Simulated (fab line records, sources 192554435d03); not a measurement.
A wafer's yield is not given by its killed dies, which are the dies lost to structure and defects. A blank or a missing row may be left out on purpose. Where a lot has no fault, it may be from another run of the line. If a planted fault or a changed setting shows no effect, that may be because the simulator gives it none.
fab line records	flow n5-finfet
record: lots: 6	wafers: 18	last-day: 18
route steps=1938 shown BEOL_M5@1174 PASSIVATION@1936
lots that met no fault: taken from a fault-free run of the same line
start-h: the number of hours between the record's first day and the start of the first shown wafer of the lot	wait-h: hours from the lot's prior step to this one	" same as the row above	L1.1+2: a single row standing in for several wafers	- value missing, or start not given	* or withheld: withheld	< > ~ a bound
route shown NAME@n: a module of which the file shows steps, and the number in the route of the first	usual: the fault-free wafers' mean and standard deviation	same: alike in all rows	chamber/n: place in a boat	sites: per-site readings	_std_site: the values' standard deviation	_edge_site: outer sites' mean less inner sites'	radius-mm: how far each site lies from the wafer's centre	mask NAME#n: copy n	behind: tool/chamber where the wafer was last shaped	hold: why the lot went on hold/how many hours it stayed there/how the hold came to an end	device: whichever transistor did not switch (one of n, p or np)	end of line: the tests these same wafers got at the end of their route	for a step that has no rows: nothing shown but its recipe	killed: the dies lost at the first sort to structure and to defects; this is not the yield of the wafer	map: a wafer's dies, x killed, . not, _ none there
set.NAME: the run value of the setting; set.NAME@STEP: its run value at that earlier step	model.NAME: the simulator's own value behind a step, which no gauge read
lots seen at some steps along the route; tables by step, rows by wafer
services: when a tool's chamber went out of use (start-h, in hours from the record's first day, below 0 if earlier), for how many hours, and the reason
== steps ==
step: N5_BEOL_M5_CVD_47
recipe: material: Co	target-thk-a: 30	temp-c: withheld	precursor: CCTBA/H2	pressure-torr: 30	time-s: 216
step: N5_BEOL_M5_SPUTTER_48
recipe: material: Cu	target-thk-a: 150	temp-c: -20	chamber-pressure-pa: 0.07	power-w: withheld	time-s: 27.62
usual: throttle-valve-pct: 29.8/0.85
lot.wafer	tool	chamber	start-h	wait-h	throttle-valve-pct
L231.3	pvd-sputter-01	-	207.89	0.1	28.2
L231.4	"	-	"	"	30.1
L231.5	"	-	"	"	29.6
L236.1	pvd-sputter-01	-	236.61	0.1	28.0
L236.3	"	-	"	"	29.8
L236.5	"	-	"	"	30.3
L246.1	pvd-sputter-01	-	305.05	0.1	30.3
L246.5	"	-	"	"	29.4
L246.6	"	-	"	"	30.1
L247.1	pvd-sputter-03	-	305.56	0.2	30.3
L247.2	"	-	"	"	30.9
L247.5	"	-	"	"	30.1
L249.1	pvd-sputter-01	-	316.05	0.2	29.6
L249.4	"	-	"	"	28.2
L249.6	"	-	"	"	28.2
L250.2	pvd-sputter-02	-	338.46	0.2	28.9
L250.3	"	-	"	"	30.4
L250.6	"	-	"	"	29.7
step: N5_BEOL_M5_ANNEAL_49
recipe: temp-c: 400	time-s: 1800	ambient: vacuum
usual: heater-power-w: 825/56
lot.wafer	tool	chamber	start-h	wait-h	heater-power-w
L231.3	pvd-sputter-01	-	207.97	0.0	856
L231.4	"	-	"	"	805
L231.5	"	-	"	"	786
L236.1	pvd-sputter-01	-	236.69	0.0	873
L236.3	"	-	"	"	778
L236.5	"	-	"	"	781
L246.1	pvd-sputter-01	-	305.13	0.0	811
L246.5	"	-	"	"	826
L246.6	"	-	"	"	792
L247.1	pvd-sputter-03	-	305.64	0.0	761
L247.2	"	-	"	"	963
L247.5	"	-	"	"	801
L249.1	pvd-sputter-01	-	316.13	0.0	787
L249.4	"	-	"	"	854
L249.6	"	-	"	"	859
L250.2	pvd-sputter-02	-	338.54	0.0	847
L250.3	"	-	"	"	946
L250.6	"	-	"	"	834
step: N5_BEOL_M5_SPUTTER_81
recipe: material: Cu	target-thk-a: 150	temp-c: -20	chamber-pressure-pa: 0.07	power-w: withheld	time-s: 27.62
usual: throttle-valve-pct: 29.8/0.85
lot.wafer	tool	chamber	start-h	wait-h	throttle-valve-pct
L231.3	pvd-sputter-01	-	208.98	0.5	28.4
L231.4	"	-	"	"	30.5
L231.5	"	-	"	"	29.5
L236.1	pvd-sputter-01	-	237.69	0.5	28.1
L236.3	"	-	"	"	29.4
L236.5	"	-	"	"	30.4
L246.1	pvd-sputter-01	-	306.14	0.5	30.6
L246.5	"	-	"	"	29.4
L246.6	"	-	"	"	30.5
L247.1	pvd-sputter-03	-	306.65	0.5	30.4
L247.2	"	-	"	"	31.0
L247.5	"	-	"	"	29.8
L249.1	pvd-sputter-01	-	317.14	0.5	29.6
L249.4	"	-	"	"	28.1
L249.6	"	-	"	"	28.1
L250.2	pvd-sputter-02	-	339.55	0.5	29.1
L250.3	"	-	"	"	30.6
L250.6	"	-	"	"	29.7
step: N5_BEOL_M5_ANNEAL_82
recipe: temp-c: 400	time-s: 1800	ambient: vacuum
usual: heater-power-w: 825/54
lot.wafer	tool	chamber	start-h	wait-h	heater-power-w
L231.3	pvd-sputter-01	-	209.06	0.0	844
L231.4	"	-	"	"	770
L231.5	"	-	"	"	784
L236.1	pvd-sputter-01	-	237.77	0.0	863
L236.3	"	-	"	"	785
L236.5	"	-	"	"	795
L246.1	pvd-sputter-01	-	306.22	0.0	777
L246.5	"	-	"	"	793
L246.6	"	-	"	"	784
L247.1	pvd-sputter-03	-	306.73	0.0	764
L247.2	"	-	"	"	918
L247.5	"	-	"	"	806
L249.1	pvd-sputter-01	-	317.22	0.0	785
L249.4	"	-	"	"	859
L249.6	"	-	"	"	858
L250.2	pvd-sputter-02	-	339.63	0.0	872
L250.3	"	-	"	"	947
L250.6	"	-	"	"	855
step: N5_BEOL_M5_SPUTTER_83
recipe: material: Cu	target-thk-a: 150	temp-c: -20	chamber-pressure-pa: 0.07	power-w: withheld	time-s: 27.62
step: N5_BEOL_M5_ANNEAL_84
recipe: temp-c: 400	time-s: 1800	ambient: vacuum
step: N5_BEOL_M5_SPUTTER_88
recipe: material: Cu	target-thk-a: 150	temp-c: -20	chamber-pressure-pa: 0.07	power-w: withheld	time-s: 27.62
step: N5_BEOL_M5_ANNEAL_89
recipe: temp-c: 400	time-s: 1800	ambient: vacuum
step: N5_BEOL_M5_SPUTTER_90
recipe: material: Cu	target-thk-a: 45	temp-c: -20	chamber-pressure-pa: 0.07	power-w: withheld	time-s: 8.29
usual: throttle-valve-pct: 29.8/0.86
lot.wafer	tool	chamber	start-h	wait-h	throttle-valve-pct
L231.3	pvd-sputter-01	-	212.24	0.5	28.2
L231.4	"	-	"	"	30.1
L231.5	"	-	"	"	29.2
L236.1	pvd-sputter-01	-	240.95	0.5	28.1
L236.3	"	-	"	"	29.5
L236.5	"	-	"	"	30.2
L246.1	pvd-sputter-01	-	309.40	0.5	30.3
L246.5	"	-	"	"	29.1
L246.6	"	-	"	"	30.4
L247.1	pvd-sputter-03	-	309.91	0.5	30.3
L247.2	"	-	"	"	31.1
L247.5	"	-	"	"	30.1
L249.1	pvd-sputter-01	-	321.69	1.8	29.3
L249.4	"	-	"	"	28.1
L249.6	"	-	"	"	28.2
L250.2	pvd-sputter-02	-	343.08	0.5	29.0
L250.3	"	-	"	"	30.7
L250.6	"	-	"	"	29.8
step: N5_BEOL_M5_ECD_50
recipe: material: Cu	target-thk-a: 3000
step: N5_BEOL_M5_ANNEAL_51
recipe: temp-c: 225	time-s: 90	ambient: N2
step: N5_BEOL_M5_CMP_52
recipe: stop-on: SiCOH_lowk	t-overpolish-s: 6.9	down-force-psi: 1	platen-rpm: 50	clearing-platen-down-force-psi: 1.5	clearing-platen-rpm: 50	post-cmp-clean: cu-alkaline	target-thk-nm: 62	clearing-platen-pad-velocity-m-s: 0.99484	pad-velocity-m-s: 0.99484
usual: barrier-field-endpoint-s: 24.5/0.66	motor-current-A: 6.3/0.55	overpolish-run-s: 6.900/0.0081	platen-rpm: 50.00/0.037	time-to-endpoint-s: 62/3.6
lot.wafer	tool	chamber	start-h	wait-h	barrier-field-endpoint-s	motor-current-A	overpolish-run-s	platen-rpm	time-to-endpoint-s
L231.3	cmp-04	0	212.78	0.2	23.6	6.4	6.899	50.00	56
L231.4	"	1	"	"	23.7	5.5	6.906	50.03	54
L231.5	"	3	"	"	23.9	6.8	6.904	50.00	59
L236.1	cmp-01	2	241.51	0.3	23.2	6.1	6.903	50.04	55
L236.3	"	0	"	"	24.5	5.1	6.909	50.04	64
L236.5	"	2	"	"	23.4	6.4	6.897	50.03	56
L246.1	cmp-04	3	309.94	0.3	26.1	6.6	6.898	48.01	63
L246.5	"	3	"	"	25.5	7.0	6.906	48.01	65
L246.6	"	0	"	"	26.4	6.5	6.897	47.97	65
L247.1	cmp-04	1	310.54	0.3	24.3	5.5	6.905	47.99	58
L247.2	"	2	"	"	25.3	6.5	6.904	48.05	63
L247.5	"	0	"	"	25.5	6.7	6.914	48.07	62
L249.4	cmp-03	3	324.96	0.1	25.0	6.9	6.894	49.99	63
L249.1	"	0	"	"	24.1	5.8	6.886	49.98	61
L249.6	"	0	"	"	24.0	5.9	6.882	50.01	61
L250.3	cmp-03	0	343.66	0.2	24.1	6.1	6.900	49.95	60
L250.2	"	1	"	"	23.9	6.4	6.898	50.03	59
L250.6	"	1	"	"	23.9	6.6	6.882	50.01	57
step: N5_PASSIVATION_PROBE_49
usual: defect-limited-yield: 91.4/1.4	killed_at_M0_to_M3: 33/11	killed_at_M4_up: 13/5.3	killed-at-contacts: 13/6.1	killed-at-front-end: 40/11	killed-at-other: 2.9/2.7	killed-dies: 102/17	killed-open: 68/13	killed-short: 32/7.5	sort_bin_4_leakage: 0.00/0.022	sort_bin_5_function: 5.1/0.98	sort_bin_6_memory: 3.2/0.69	sort-n-pass: 1077/21	sort-yield-pct: 91.3/1.7
same: gross-dies: 1180	killed-at-back-side: 0	sort_bin_8_speed[%]: 0
lot.wafer	tool	chamber	start-h	wait-h	defect-limited-yield[%]	killed_at_M0_to_M3	killed_at_M4_up	killed-at-contacts	killed-at-front-end	killed-at-other	killed-dies	killed-open	killed-short	sort_bin_4_leakage[%]	sort_bin_5_function[%]	sort_bin_6_memory[%]	sort-n-pass	sort-yield-pct[%]
L231.3	prober-02	-	316.87	0.1	92.1	29	10	7	44	3	93	67	23	0	4.7	2.9	1087	92.1
L231.4	prober-02	-	316.92	0.2	89.6	45	18	14	44	2	123	79	41	0	7.4	2.6	1057	89.6
L231.5	prober-02	-	316.97	0.2	91.7	40	12	10	34	2	98	59	39	0	4.9	3.0	1082	91.7
L236.1	prober-01	-	349.32	0.0	93.2	23	14	6	36	1	80	52	27	0	4.4	2.2	1100	93.2
L236.3	prober-01	-	349.42	0.1	92.9	27	16	14	27	0	84	45	33	0	4.4	2.5	1096	92.9
L236.5	prober-01	-	349.52	0.2	95.0	22	3	3	30	1	59	34	24	0	2.8	2.0	1121	95.0
L246.1	prober-01	-	414.89	0.0	90.0	63	11	9	31	4	118	78	39	0	6.6	3.1	1062	90.0
L246.5	prober-01	-	415.09	0.2	91.7	29	16	5	47	1	98	66	31	0	4.7	3.6	1082	91.7
L246.6	prober-01	-	415.14	0.3	94.4	15	12	10	28	1	66	43	22	0	3.9	1.4	1114	94.4
killed by level:class
L231.3 STI_FIN_REVEAL:geometric-particle:open=8 BEOL_M0_SAQP:geometric-particle:open=8 BEOL_M3:geometric-particle:open=7 MOL_CONTACT_COAG:geometric-particle:open=6 BEOL_M1:geometric-particle:open=5 GATE_CUT:geometric-particle:short=5 BEOL_M2:geometric-particle:open=5 FIN_SAQP:geometric-particle:open=4
L231.4 MOL_CONTACT_COAG:geometric-particle:open=13 STI_FIN_REVEAL:geometric-particle:open=12 BEOL_M0_SAQP:geometric-particle:open=12 BEOL_M0_SAQP:geometric-particle:short=10 BEOL_M4:geometric-particle:open=8 FIN_SAQP:geometric-particle:open=7 BEOL_M1:geometric-particle:open=6 FIN_SAQP:geometric-particle:short=5
L231.5 BEOL_M0_SAQP:geometric-particle:open=11 BEOL_M0_SAQP:geometric-particle:short=10 FIN_SAQP:geometric-particle:open=8 BEOL_M3:geometric-particle:open=8 MOL_CONTACT_COAG:geometric-particle:open=7 FIN_SAQP:geometric-particle:short=6 STI_FIN_REVEAL:geometric-particle:open=6 BEOL_M1:geometric-particle:open=5
L236.1 STI_FIN_REVEAL:geometric-particle:open=13 BEOL_M0_SAQP:geometric-particle:short=9 DUMMY_GATE:geometric-particle:open=8 FIN_SAQP:geometric-particle:short=5 MOL_CONTACT_COAG:geometric-particle:open=5 BEOL_M0_SAQP:geometric-particle:open=4 BEOL_M2:geometric-particle:open=4 BEOL_M8:geometric-particle:open=4
L236.3 BEOL_M0_SAQP:geometric-particle:short=10 MOL_CONTACT_COAG:geometric-particle:open=7 MOL_CONTACT_COAG:geometric-particle:short=7 BEOL_M4:geometric-particle:open=7 FIN_SAQP:geometric-particle:open=6 STI_FIN_REVEAL:geometric-particle:open=6 BEOL_M0_SAQP:geometric-particle:open=6 FIN_SAQP:geometric-particle:short=4
L236.5 FIN_SAQP:geometric-particle:short=9 BEOL_M0_SAQP:geometric-particle:open=6 STARTING-WAFER:geometric-particle:short=5 FIN_SAQP:geometric-particle:open=4 BEOL_M1:geometric-particle:open=4 DUMMY_GATE:geometric-particle:open=3 MOL_CONTACT_COAG:geometric-particle:open=3 BEOL_M2:geometric-particle:open=3
L246.1 BEOL_M0_SAQP:geometric-particle:open=15 BEOL_M1:geometric-particle:open=14 BEOL_M2:geometric-particle:open=13 BEOL_M0_SAQP:geometric-particle:short=11 MOL_CONTACT_COAG:geometric-particle:open=7 FIN_SAQP:geometric-particle:open=6 FIN_SAQP:geometric-particle:short=5 GATE_CUT:geometric-particle:short=5
L246.5 FIN_SAQP:geometric-particle:open=22 BEOL_M4:geometric-particle:open=10 BEOL_M0_SAQP:geometric-particle:short=9 BEOL_M0_SAQP:geometric-particle:open=7 GATE_CUT:geometric-particle:open=6 FIN_SAQP:geometric-particle:short=4 MOL_CONTACT_COAG:geometric-particle:open=4 STARTING-WAFER:geometric-particle:short=4
L246.6 MOL_CONTACT_COAG:geometric-particle:open=10 FIN_SAQP:geometric-particle:open=5 STI_FIN_REVEAL:geometric-particle:open=5 BEOL_M2:geometric-particle:open=4 STI_FIN_REVEAL:geometric-particle:short=3 ILD0:geometric-particle:short=3 GATE_CUT:geometric-particle:short=3 BEOL_M0_SAQP:geometric-particle:short=3
== services ==
tool	chamber	start-h	hours	kind
cmp-04	-	234.55	4.6	pm
cmp-03	-	238.57	4.0	pm
cmp-03	-	242.57	-	consumable-replace:conditioner
cmp-03	-	242.57	-	consumable-replace:pad
cmp-01	-	263.32	4.0	pm
cmp-01	-	267.32	-	consumable-replace:conditioner
cmp-01	-	267.32	-	consumable-replace:pad
cmp-01	-	271.26	0.5	repair
cmp-01	-	273.23	6.1	pm
cmp-01	-	338.09	1.4	repair
cmp-04	-	339.24	4.0	pm
cmp-04	-	343.24	-	consumable-replace:conditioner
cmp-04	-	343.24	-	consumable-replace:pad
== key ==
first-sign: step: N5_BEOL_M5_CMP_52	reading: platen-rpm	direction: down	sigmas: 54	usual: 50.00	struck: 48.01
effect: step: N5_BEOL_M5_CMP_52	reading: barrier-field-endpoint-s	direction: up	sigmas: 1.6	usual: 24.5	struck: 25.5
met-at N5_BEOL_M5_CMP_52
struck-wafers L246.1,L246.5,L246.6,L247.1,L247.2,L247.5
onset-between 212.78 309.94
fault: kind: process-parameter-drift	tool: cmp-04	chamber: -	onset-h: 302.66	steps: N5_BEOL_M5_CMP_52	channel: platen-rpm	offset: -2	shape: step	end-h: 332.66	acts-in: these-recipes-only	stated: 50
